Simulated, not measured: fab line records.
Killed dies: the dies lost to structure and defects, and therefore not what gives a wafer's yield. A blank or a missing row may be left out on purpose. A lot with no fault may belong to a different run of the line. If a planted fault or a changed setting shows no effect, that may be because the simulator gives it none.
Chamber matching / flow n5-finfet / 3 sister chambers for N5_BEOL_M10_CURE_72 on uv-cure-01
The step cures SiCOH lowk, time 120 s. 6 wafers are shown with their chamber, then 12 later ones without.

## WAFERS PAIRED WITH THEIR CHAMBERS
wafer=L082.2; chamber=1; wafer_temp_C_max=372.8; lamp-power-pct (%)=52.21
wafer=L082.6; chamber=1; wafer_temp_C_max=372.6; lamp-power-pct (%)=52.23
wafer=L087.5; chamber=0; wafer_temp_C_max=372.6; lamp-power-pct (%)=52.34
wafer=L087.6; chamber=0; wafer_temp_C_max=372.9; lamp-power-pct (%)=52.36
wafer=L091.4; chamber=2; wafer_temp_C_max=370.9; lamp-power-pct (%)=52.40
wafer=L091.6; chamber=2; wafer_temp_C_max=371.2; lamp-power-pct (%)=52.24

## WAFERS WITHOUT THEIR CHAMBER
wafer=L093.1; wafer_temp_C_max=372.3; lamp-power-pct (%)=52.34
wafer=L093.2; wafer_temp_C_max=372.8; lamp-power-pct (%)=52.30
wafer=L093.3; wafer_temp_C_max=372.6; lamp-power-pct (%)=52.33
wafer=L093.4; wafer_temp_C_max=372.2; lamp-power-pct (%)=52.30
wafer=L093.5; wafer_temp_C_max=372.1; lamp-power-pct (%)=52.36
wafer=L093.6; wafer_temp_C_max=372.6; lamp-power-pct (%)=52.25
wafer=L095.1; wafer_temp_C_max=372.5; lamp-power-pct (%)=52.36
wafer=L095.4; wafer_temp_C_max=373.0; lamp-power-pct (%)=52.29
wafer=L095.6; wafer_temp_C_max=373.6; lamp-power-pct (%)=52.34
wafer=L097.1; wafer_temp_C_max=372.2; lamp-power-pct (%)=52.41
wafer=L097.3; wafer_temp_C_max=373.0; lamp-power-pct (%)=52.32
wafer=L097.6; wafer_temp_C_max=372.6; lamp-power-pct (%)=52.25

## WHICH CHAMBER EACH ONE RAN IN
wafer=L093.1; from the rows above=can't be placed: 0 or 1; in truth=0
wafer=L093.2; from the rows above=can't be placed: 0 or 1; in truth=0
wafer=L093.3; from the rows above=can't be placed: 0 or 1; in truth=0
wafer=L093.4; from the rows above=can't be placed: 1 or 0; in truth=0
wafer=L093.5; from the rows above=can't be placed: 0 or 1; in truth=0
wafer=L093.6; from the rows above=can't be placed: 1 or 0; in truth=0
wafer=L095.1; from the rows above=can't be placed: 0 or 1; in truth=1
wafer=L095.4; from the rows above=can't be placed: 0 or 1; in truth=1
wafer=L095.6; from the rows above=can't be placed: 0 or 1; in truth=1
wafer=L097.1; from the rows above=can't be placed: 0 or 1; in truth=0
wafer=L097.3; from the rows above=can't be placed: 0 or 1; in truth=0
wafer=L097.6; from the rows above=can't be placed: 1 or 0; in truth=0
Placed correctly: 0 of 12. These rows do not allow placing 12 (true chamber among the candidates in 12). Number placed wrongly: 0.
How it was worked out, from the rows above alone: a wafer's distance from a chamber is the root of the sum, over the readings, of the square of ((its reading less the chamber's mean) divided by the reading's scatter). The wafer belongs to the nearest chamber; if the next one is less than 2 further off, it can't be placed. A chamber's mean is the mean of its shown wafers. The scatter is the square root of a quotient: the sum, over the shown wafers, of each reading's squared deviation from its chamber's mean, divided by wafers minus chambers.
